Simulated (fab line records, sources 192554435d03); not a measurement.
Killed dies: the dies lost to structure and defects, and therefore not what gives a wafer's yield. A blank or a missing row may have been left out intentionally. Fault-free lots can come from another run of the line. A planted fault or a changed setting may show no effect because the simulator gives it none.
fab line records	flow n5Finfet
[record] lots = 7	wafers = 39
route steps=1938 shown FIN_CUT@176 DUMMY_GATE@215 SD_EPI_N@267 GATE_CUT@484
startH: hours from the record's first day to the start of the lot's first wafer shown	waitH: hours elapsed since this lot's preceding step	" identical to the entry in the row above	L1.1+2: a row that stands for several wafers	- no value, or no start was given	* or withheld: withheld	< > ~ a bound
route shown NAME@n: NAME is a module with steps in the file, n the number in the route of the first one	usual: the fault-free wafers' mean and standard deviation	same: alike in all rows	chamber/n: place in a boat	sites: per-site readings	_std_site: their standard deviation	_edge_site: inner sites' mean taken away from outer sites' mean	radiusMm: for every site, how far away it sits from the centre of the wafer	mask NAME#n: copy n	behind: the last tool/chamber to shape the wafer	hold: cause of the lot's hold/its duration in hours/its outcome	device: transistor that didn't switch, given as n, p or np	end of line: the same wafers' tests at the end of the route	where a step has no rows: the recipe by itself	killed: dies that structure and defects cost at the first sort, which is not the same as the wafer's yield	map: per-die view of a wafer (x killed, . not killed, _ where there is no die)
set.NAME: the setting the step ran with; set.NAME@STEP: the setting that earlier step ran with	model.NAME: the simulator's own value behind a step, which no gauge read
one table per step and one row per wafer, for lots whose settings were changed on purpose
[[steps]]
[step N5_FIN_CUT_CUT_ETCH_15]
[recipe] chemistry = HBr/Cl2/O2	target = Si	targetDepthA = 1000	btTimeS = 10	maskMaterial = SOC	timeS = 42.4	ionEnergyEv = *	biasW = *	pressureMtorr = 10	icpW = 800	HBr_flow_sccm = 150	Cl2_flow_sccm = 80	O2_flow_sccm = 12
lot.wafer	tool	chamber	startH	waitH	set.timeS	model.etch.depthNm	model.FIN_CUT.featureDepthNm	model.SOC_of_FIN_CUT_COAT_18.thkNm
L075.1	rieSi-05	2	34.07	0.1	42.4	99.13	99.2	171.2
L075.2	"	1	"	"	42.4	102.2	102.2	169.2
L075.3	"	0	"	"	42.4	100.9	100.8	170.4
L075.4	"	0	"	"	35.13	83.12	83.2	178
L075.5	"	1	"	"	35.13	83.81	83.8	176.2
L075.6	"	2	"	"	35.13	82.57	82.6	176.6
L079.1	rieSi-05	0	57.78	0.1	42.4	101	101	171
L079.2	"	2	"	"	48.19	111.8	111.8	166
L079.3	"	1	"	"	42.4	102.2	102.2	170.2
L079.4	"	1	"	"	48.19	116.5	116.6	164.4
L079.5	"	0	"	"	42.4	100.1	100.2	171.2
L079.6	"	2	"	"	48.19	112.6	112.6	166.6
L081.1	rieSi-02	1	70.41	0.1	42.4	95.06	95	173.6
L081.3	"	0	"	"	42.4	99.04	99	171.2
L081.5	"	3	"	"	42.4	101.9	102	170.4
L083.1	rieSi-04	2	82.96	0.1	42.4	99.81	99.8	170.8
L083.2	"	3	"	"	49.92	118.2	118.2	163.2
L083.3	"	0	"	"	42.4	96.69	96.6	170.2
L083.4	"	1	"	"	42.4	98.58	98.6	170.4
L083.5	"	0	"	"	49.92	115.5	115.4	162.6
L083.6	"	3	"	"	49.92	119.3	119.2	163.6
L084.1	rieSi-05	1	88.16	0.1	42.4	102.1	102	169
L084.2	"	0	"	"	49.44	117.8	117.8	163.8
L084.3	"	2	"	"	42.4	97.76	97.8	171.8
L084.4	"	0	"	"	49.44	116.7	116.8	164.8
L084.5	"	2	"	"	42.4	98.6	98.6	171.2
L084.6	"	1	"	"	49.44	119.1	119	163.6
L087.1	rieSi-02	1	108.09	0.1	42.4	96.91	97	172.2
L087.2	"	3	"	"	51.61	126.5	126.4	160.2
L087.3	"	2	"	"	42.4	99.35	99.4	170.4
L087.4	"	0	"	"	51.61	124.4	124.4	162.2
L087.5	"	1	"	"	51.61	117.6	117.6	164
L087.6	"	0	"	"	42.4	102.8	102.8	169.4
L088.1	rieSi-05	3	110.91	0.1	42.4	100.3	100.4	169.6
L088.2	"	2	"	"	39.62	92.03	92	173
L088.3	"	1	"	"	39.62	95.32	95.4	172.2
L088.4	"	0	"	"	42.4	100.8	100.8	168.8
L088.5	"	0	"	"	39.62	94.52	94.6	172.2
L088.6	"	1	"	"	42.4	101.7	101.8	169.8
[step N5_DUMMY_GATE_CVD_03]
[recipe] material = a-Si	targetThkA = 1500	tempC = 530	precursor = SiH4	timeS = 8042
lot.wafer	tool	chamber	startH	waitH	set.targetThkA	model.a-Si_of_DUMMY_GATE_CVD_03.thkNm
L075.1	-	-	-	0.1	1500	150
L075.2+4	"	-	"	"	1500	149.8
L075.3	"	-	"	"	1500	149.2
L075.5	"	-	"	"	1500	150.6
L075.6	"	-	"	"	1500	150.4
L079.1	-	-	-	0.1	1330	133.6
L079.2	"	-	"	"	1330	134
L079.3+6	"	-	"	"	1330	134.4
L079.4	"	-	"	"	1330	135.2
L079.5	"	-	"	"	1330	133.4
L081.1	lpcvd-01	0/90	80.89	0.1	1500	150.8
L081.3+5	"	0/100,0/109	"	"	1500	150.4
L083.1+3+6	-	-	-	0.1	1379	138.8
L083.2	"	-	"	"	1379	139.2
L083.4	"	-	"	"	1379	137.8
L083.5	"	-	"	"	1379	138.6
L084.1+4	-	-	-	0.5	1335	133.8
L084.2	"	-	"	"	1335	134.6
L084.3	"	-	"	"	1335	134.8
L084.5	"	-	"	"	1335	135.4
L084.6	"	-	"	"	1335	134.4
L087.1+4+5	-	-	-	0.1	1688	170.4
L087.2	"	-	"	"	1688	169.2
L087.3	"	-	"	"	1688	171.2
L087.6	"	-	"	"	1688	170.2
L088.1+4	-	-	-	0.6	1689	173
L088.2+3	"	-	"	"	1689	172
L088.5	"	-	"	"	1689	172.6
L088.6	"	-	"	"	1689	173.2
[step N5_DUMMY_GATE_ETCH_32]
[recipe] chemistry = CF4	target = SiO2	targetDepthA = 35	timeS = 3.9	ionEnergyEv = 350	pressureMtorr = 10	icpW = 800	biasW = 400	cf4FlowSccm = 80
lot.wafer	tool	chamber	startH	waitH	set.timeS	model.etch.depthNm
L075.1	rieSi-05	2	55.48	0.1	3.9	3.514
L075.2	"	1	"	"	3.9	3.663
L075.3	"	1	"	"	3.9	3.673
L075.4	"	2	"	"	3.9	3.507
L075.5	"	2	"	"	3.9	3.5
L075.6	"	1	"	"	3.9	3.64
L079.1	rieSi-05	1	78.42	0.1	3.606	3.337
L079.2	"	2	"	"	3.9	3.46
L079.3	"	0	"	"	3.9	3.561
L079.4	"	2	"	"	3.606	3.164
L079.5	"	0	"	"	3.9	3.574
L079.6	"	1	"	"	3.606	3.302
L081.1	rieSi-04	2	89.96	0.1	3.9	3.487
L081.3	"	1	"	"	3.9	3.438
L081.5	"	2	"	"	3.9	3.494
L083.1	rieSi-04	1	101.92	0.1	4.146	3.718
L083.2	"	0	"	"	3.9	3.425
L083.3	"	3	"	"	3.9	3.568
L083.4	"	2	"	"	4.146	3.737
L083.5	"	3	"	"	4.146	3.792
L083.6	"	0	"	"	3.9	3.41
L084.1	rieSi-05	0	109.20	0.1	3.9	3.576
L084.2	"	3	"	"	4.544	4.179
L084.3	"	1	"	"	4.544	4.232
L084.4	"	2	"	"	3.9	3.462
L084.5	"	2	"	"	3.9	3.47
L084.6	"	1	"	"	4.544	4.229
L087.1	rieSi-02	3	126.77	0.1	3.9	3.601
L087.2	"	0	"	"	3.9	3.489
L087.3	"	2	"	"	3.9	3.336
L087.4	"	1	"	"	3.9	3.22
L087.5	"	0	"	"	3.9	3.502
L087.6	"	3	"	"	3.9	3.632
L088.1	rieSi-04	1	132.07	0.1	4.19	3.751
L088.2	"	3	"	"	4.19	3.844
L088.3	"	0	"	"	3.9	3.39
L088.4	"	2	"	"	3.9	3.571
L088.5	"	0	"	"	4.19	3.656
L088.6	"	3	"	"	3.9	3.568
[step N5_SD_EPI_N_EXPOSE_06]
[recipe] maskId = SD_N_BLK	na = 1.35	sourceShape = conventional	sigmaOuter = 0.8	polarization = unpolarized	targetCdNm = 120	doseMj = 39.75
lot.wafer	tool	chamber	startH	waitH	mask	set.doseMj
L075.1+2+3+4+5+6	arfiScanner-01	0	56.92	-	SD_N_BLK#0	39.75
L079.1+2+5	arfiScanner-01	0	80.01	-	SD_N_BLK#0	36.93
L079.3+4+6	"	0	"	"	SD_N_BLK#0	39.75
L081.1+3+5	arfiScanner-02	0	91.19	-	SD_N_BLK#0	39.75
L083.1+2+3+4+5+6	arfiScanner-03	0	103.15	-	SD_N_BLK#0	39.75
L084.1+2+4	arfiScanner-03	0	110.47	-	SD_N_BLK#0	39.75
L084.3+5+6	"	0	"	"	SD_N_BLK#0	40.67
L087.1+3+4	arfiScanner-02	0	128.23	-	SD_N_BLK#0	41
L087.2+5+6	"	0	"	"	SD_N_BLK#0	39.75
L088.1+2+6	arfiScanner-01	0	133.71	-	SD_N_BLK#0	39.75
L088.3+4+5	"	0	"	"	SD_N_BLK#0	41.15
[step N5_SD_EPI_N_PEB_07]
[recipe] pebTempC = 110	pebTimeS = 60	resist = CAR-ArF-block
[step N5_SD_EPI_N_DEVELOP_08]
[recipe] developTimeS = 30	developer = TMAH	resist = CAR-ArF-block	devTempC = 23	rinseLiquid = diw	dry = airSpin
[step N5_SD_EPI_N_CD_MEAS_09]
[recipe] targetCdNm = 120	landingEnergyEv = 500	detector = seInlens
[usual] cdNm = 119.7/1.1
lot.wafer	tool	chamber	startH	waitH	set.doseMj@SD_EPI_N_EXPOSE_06	cdNm
L075.1	cdSem-02	0	57.05	-	39.75	119.4
L075.2	"	0	"	"	39.75	120.4
L075.3	"	0	"	"	39.75	118.3
L075.4	"	0	"	"	39.75	118.0
L075.5	"	0	"	"	39.75	119.1
L075.6	"	0	"	"	39.75	121.0
L079.1	cdSem-01	0	80.13	-	36.93	114.2
L079.2	"	0	"	"	36.93	115.3
L079.3	"	0	"	"	39.75	118.1
L079.4	"	0	"	"	39.75	118.9
L079.5	"	0	"	"	36.93	114.0
L079.6	"	0	"	"	39.75	119.2
L081.1	cdSem-02	0	91.32	-	39.75	120.9
L081.3	"	0	"	"	39.75	121.6
L081.5	"	0	"	"	39.75	120.7
L083.1	cdSem-01	0	103.28	-	39.75	120.5
L083.2	"	0	"	"	39.75	120.7
L083.3	"	0	"	"	39.75	121.0
L083.4	"	0	"	"	39.75	120.5
L083.5	"	0	"	"	39.75	120.6
L083.6	"	0	"	"	39.75	120.7
L084.1	cdSem-01	0	110.60	-	39.75	120.0
L084.2	"	0	"	"	39.75	119.8
L084.3	"	0	"	"	40.67	121.8
L084.4	"	0	"	"	39.75	120.0
L084.5	"	0	"	"	40.67	121.4
L084.6	"	0	"	"	40.67	122.0
L087.1	cdSem-02	0	128.35	-	41	122.2
L087.2	"	0	"	"	39.75	119.4
L087.3	"	0	"	"	41	122.9
L087.4	"	0	"	"	41	121.6
L087.5	"	0	"	"	39.75	119.0
L087.6	"	0	"	"	39.75	119.6
L088.1	cdSem-02	0	133.84	-	39.75	119.6
L088.2	"	0	"	"	39.75	119.8
L088.3	"	0	"	"	41.15	121.1
L088.4	"	0	"	"	41.15	121.2
L088.5	"	0	"	"	41.15	121.4
L088.6	"	0	"	"	39.75	119.9
[step N5_SD_EPI_N_DESCUM_14]
[recipe] chemistry = O2	timeS = 7.9	sourcePowerW = 50	biasPowerW = 20	pressureMtorr = 20	rfFrequencyHz = 2.712e+07	tempC = 40	resist = CAR-ArF-block	o2FlowSccm = 225
lot.wafer	tool	chamber	startH	waitH	set.doseMj@SD_EPI_N_EXPOSE_06	model.SD_EPI_N.cdNm
L075.1	rieDiel-06	0	57.14	0.0	39.75	119.4
L075.2	"	1	"	"	39.75	120
L075.3+4	"	2,3	"	"	39.75	118.6
L075.5	"	1	"	"	39.75	119.2
L075.6	"	2	"	"	39.75	120.2
L079.1+5	rieDiel-05	0,3	80.22	0.0	36.93	114.2
L079.2	"	2	"	"	36.93	115.2
L079.3	"	3	"	"	39.75	118.6
L079.4	"	1	"	"	39.75	118.8
L079.6	"	0	"	"	39.75	119
L081.1	rieDiel-06	1	91.41	0.0	39.75	121.2
L081.3	"	0	"	"	39.75	121.6
L081.5	"	0	"	"	39.75	120.6
L083.1+4+5+6	rieDiel-06	0,3,0,1	103.48	0.1	39.75	120.6
L083.2	"	1	"	"	39.75	120.2
L083.3	"	2	"	"	39.75	120.8
L084.1	rieDiel-05	1	110.69	0.0	39.75	120.2
L084.2+4	"	2,0	"	"	39.75	119.8
L084.3+5	"	3,2	"	"	40.67	121.4
L084.6	"	3	"	"	40.67	121.8
L087.1	rieDiel-04	1	128.52	0.1	41	122.6
L087.2	"	2	"	"	39.75	119.8
L087.3	"	3	"	"	41	122.8
L087.4	"	0	"	"	41	121.4
L087.5	"	2	"	"	39.75	119.4
L087.6	"	3	"	"	39.75	119.6
L088.1+2	rieDiel-06	0,1	133.93	0.0	39.75	119.6
L088.3	"	3	"	"	41.15	121.2
L088.4	"	0	"	"	41.15	121.6
L088.5	"	3	"	"	41.15	122
L088.6	"	1	"	"	39.75	119.8
[step N5_SD_EPI_N_ETCH_34]
[recipe] chemistry = CF4	target = SiARC	targetDepthA = 455	maskMaterial = CAR-ArF-block	timeS = 75.8	ionEnergyEv = 80	pressureMtorr = 40	sourceW = 545	biasW = 36	Ar_flow_sccm = 100	cf4FlowSccm = 100	ends = cleared
lot.wafer	tool	chamber	startH	waitH	set.doseMj@SD_EPI_N_EXPOSE_06	model.SD_EPI_N.cdNm
L075.1	rieDiel-06	0	57.17	0.0	39.75	119
L075.2	"	1	"	"	39.75	120
L075.3	"	2	"	"	39.75	118.6
L075.4	"	3	"	"	39.75	118.8
L075.5	"	1	"	"	39.75	119.2
L075.6	"	2	"	"	39.75	120.2
L079.1+5	rieDiel-05	0,3	80.25	0.0	36.93	114.2
L079.2	"	2	"	"	36.93	115.6
L079.3	"	3	"	"	39.75	118.6
L079.4	"	1	"	"	39.75	118.4
L079.6	"	0	"	"	39.75	119
L081.1	rieDiel-06	1	91.44	0.0	39.75	121
L081.3	"	0	"	"	39.75	121.4
L081.5	"	0	"	"	39.75	120.4
L083.1+3+5+6	rieDiel-06	0,2,0,1	103.51	0.0	39.75	120.4
L083.2	"	1	"	"	39.75	120
L083.4	"	3	"	"	39.75	120.8
L084.1	rieDiel-05	1	110.72	0.0	39.75	120.2
L084.2	"	2	"	"	39.75	120.4
L084.3	"	3	"	"	40.67	121.6
L084.4	"	0	"	"	39.75	119.8
L084.5+6	"	2,3	"	"	40.67	122
L087.1	rieDiel-04	1	128.56	0.0	41	122.6
L087.2	"	2	"	"	39.75	120.2
L087.3	"	3	"	"	41	123
L087.4	"	0	"	"	41	121.8
L087.5	"	2	"	"	39.75	119.8
L087.6	"	3	"	"	39.75	120
L088.1	rieDiel-06	0	133.96	0.0	39.75	119.4
L088.2	"	1	"	"	39.75	119.6
L088.3	"	3	"	"	41.15	121
L088.4	"	0	"	"	41.15	121.2
L088.5	"	3	"	"	41.15	121.6
L088.6	"	1	"	"	39.75	120
[step N5_GATE_CUT_EXPOSE_10]
[recipe] maskId = GATE_CUT	na = 0.33	sourceShape = annular	sigmaInner = 0.35	sigmaOuter = 0.8	polarization = unpolarized	targetCdNm = 20	doseMj = 43.25
lot.wafer	tool	chamber	startH	waitH	mask	set.doseMj
L075.1+4+6	euvScanner-01	0	93.87	-	GATE_CUT#0	43.25
L075.2+3+5	"	0	"	"	GATE_CUT#0	44.2
L079.1+2+3+4+5+6	euvScanner-02	0	113.28	-	GATE_CUT#0	43.25
L081.1+3+5	euvScanner-02	0	126.42	-	GATE_CUT#0	43.25
L083.1+2+3+4+5+6	euvScanner-02	0	137.64	-	GATE_CUT#0	43.25
L084.1+5+6	euvScanner-01	0	144.41	-	GATE_CUT#0	43.25
L084.2+3+4	"	0	"	"	GATE_CUT#0	41.55
L087.1+2+3	euvScanner-01	0	162.91	-	GATE_CUT#0	45.76
L087.4+5+6	"	0	"	"	GATE_CUT#0	43.25
L088.1+2+3+4+5+6	euvScanner-02	0	168.56	-	GATE_CUT#0	43.25
[step N5_GATE_CUT_PEB_11]
[recipe] pebTempC = 100	pebTimeS = 60	resist = CAR-EUV
[step N5_GATE_CUT_DEVELOP_12]
[recipe] developTimeS = 30	developer = TMAH	resist = CAR-EUV	rinseLiquid = surfactantRinse	dry = airSpin	devTempC = 23
[step N5_GATE_CUT_DESCUM_18]
[recipe] chemistry = O2	timeS = 7	sourcePowerW = 50	biasPowerW = 20	pressureMtorr = 20	rfFrequencyHz = 2.712e+07	tempC = 40	resist = CAR-EUV	o2FlowSccm = 225
lot.wafer	tool	chamber	startH	waitH	set.doseMj@GATE_CUT_EXPOSE_10	model.GATE_CUT.cdNm
L075.1	rieDiel-02	3	94.35	0.3	43.25	19.8
L075.2	"	1	"	"	44.2	20.2
L075.3+5	"	0	"	"	44.2	20.4
L075.4+6	"	2,3	"	"	43.25	19.6
L079.1+5+6	rieDiel-02	2,2,3	113.54	0.0	43.25	19.8
L079.2	"	3	"	"	43.25	19.6
L079.3	"	0	"	"	43.25	20.2
L079.4	"	1	"	"	43.25	20
L081.1+3+5	rieDiel-01	0,3,2	126.68	0.0	43.25	20.6
L083.1+3+6	rieDiel-02	0,1,0	137.90	0.0	43.25	19.8
L083.2	"	3	"	"	43.25	19.4
L083.4+5	"	2,1	"	"	43.25	19.6
L084.1+5	rieDiel-01	3,2	144.68	0.0	43.25	20.4
L084.2	"	2	"	"	41.55	19.6
L084.3	"	1	"	"	41.55	19.2
L084.4	"	3	"	"	41.55	19.4
L084.6	"	1	"	"	43.25	20
L087.1	rieDiel-01	1	163.16	0.0	45.76	21
L087.2+3	"	3,2	"	"	45.76	21.2
L087.4+6	"	0	"	"	43.25	20
L087.5	"	3	"	"	43.25	20.2
L088.1+3+4+5	rieDiel-02	1,0,0,1	168.89	0.1	43.25	20.2
L088.2+6	"	2	"	"	43.25	20
[step N5_GATE_CUT_ETCH_28]
[recipe] chemistry = N2/H2	target = underlayer	targetDepthA = 130	maskMaterial = CAR-EUV	timeS = 10.4	ionEnergyEv = 200	pressureMtorr = 30	sourceW = 840	biasW = 150	n2FlowSccm = 200	h2FlowSccm = 200	ends = cleared
[step N5_GATE_CUT_ETCH_36]
[recipe] chemistry = CF4	target = SiARC	targetDepthA = 130	maskMaterial = CAR-EUV	timeS = 21.7	ionEnergyEv = 80	pressureMtorr = 40	sourceW = 545	biasW = 36	Ar_flow_sccm = 100	cf4FlowSccm = 100	ends = cleared
lot.wafer	tool	chamber	startH	waitH	set.doseMj@GATE_CUT_EXPOSE_10	model.GATE_CUT.cdNm
L075.1	rieDiel-02	3	94.40	0.0	43.25	20
L075.2	"	1	"	"	44.2	20
L075.3+5	"	0	"	"	44.2	20.6
L075.4	"	2	"	"	43.25	19.6
L075.6	"	3	"	"	43.25	19.8
L079.1+5+6	rieDiel-02	2,2,3	113.59	0.0	43.25	19.8
L079.2	"	3	"	"	43.25	19.6
L079.3	"	0	"	"	43.25	20.2
L079.4	"	1	"	"	43.25	20
L081.1	rieDiel-01	0	126.73	0.0	43.25	20.4
L081.3+5	"	3,2	"	"	43.25	20.6
L083.1+6	rieDiel-02	0	137.95	0.0	43.25	20
L083.2	"	3	"	"	43.25	19.4
L083.3	"	1	"	"	43.25	19.8
L083.4+5	"	2,1	"	"	43.25	19.6
L084.1	rieDiel-01	3	144.73	0.0	43.25	20.4
L084.2	"	2	"	"	41.55	19.8
L084.3	"	1	"	"	41.55	19.4
L084.4	"	3	"	"	41.55	19.6
L084.5	"	2	"	"	43.25	20.6
L084.6	"	1	"	"	43.25	20.2
L087.1	rieDiel-01	1	163.22	0.0	45.76	21
L087.2+3	"	3,2	"	"	45.76	21.4
L087.4+6	"	0	"	"	43.25	20
L087.5	"	3	"	"	43.25	20.2
L088.1+3+4+5+6	rieDiel-02	1,0,0,1,2	168.95	0.0	43.25	20.2
L088.2	"	2	"	"	43.25	20
[[key]]
[split] step = N5_FIN_CUT_CUT_ETCH_15	setting = timeS	stated = 42.4	by = wafer
[response] step = N5_FIN_CUT_CUT_ETCH_15	reading = model.etch.depthNm	change = +1.05	per = 1%	r = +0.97
[response] step = N5_FIN_CUT_CUT_ETCH_15	reading = model.FIN_CUT.featureDepthNm	change = +1.05	per = 1%	r = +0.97
[response] step = N5_FIN_CUT_CUT_ETCH_15	reading = model.SOC_of_FIN_CUT_COAT_18.thkNm	change = -0.397	per = 1%	r = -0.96
[split] step = N5_DUMMY_GATE_CVD_03	setting = targetThkA	stated = 1500	by = lot
[response] step = N5_DUMMY_GATE_CVD_03	reading = model.a-Si_of_DUMMY_GATE_CVD_03.thkNm	change = +1.57	per = 1%	r = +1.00
[split] step = N5_DUMMY_GATE_ETCH_32	setting = timeS	stated = 3.9	by = wafer
[response] step = N5_DUMMY_GATE_ETCH_32	reading = model.etch.depthNm	change = +0.0407	per = 1%	r = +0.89
[split] step = N5_SD_EPI_N_EXPOSE_06	setting = doseMj	stated = 39.75	by = wafer
[response] step = N5_SD_EPI_N_CD_MEAS_09	reading = cdNm	change = +0.621	per = 1%	r = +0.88
[response] step = N5_SD_EPI_N_DESCUM_14	reading = model.SD_EPI_N.cdNm	change = +0.631	per = 1%	r = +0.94
[response] step = N5_SD_EPI_N_ETCH_34	reading = model.SD_EPI_N.cdNm	change = +0.587	per = 1%	r = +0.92
[split] step = N5_GATE_CUT_EXPOSE_10	setting = doseMj	stated = 43.25	by = wafer
[response] step = N5_GATE_CUT_DESCUM_18	reading = model.GATE_CUT.cdNm	change = +0.205	per = 1%	r = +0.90
[response] step = N5_GATE_CUT_ETCH_36	reading = model.GATE_CUT.cdNm	change = +0.212	per = 1%	r = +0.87
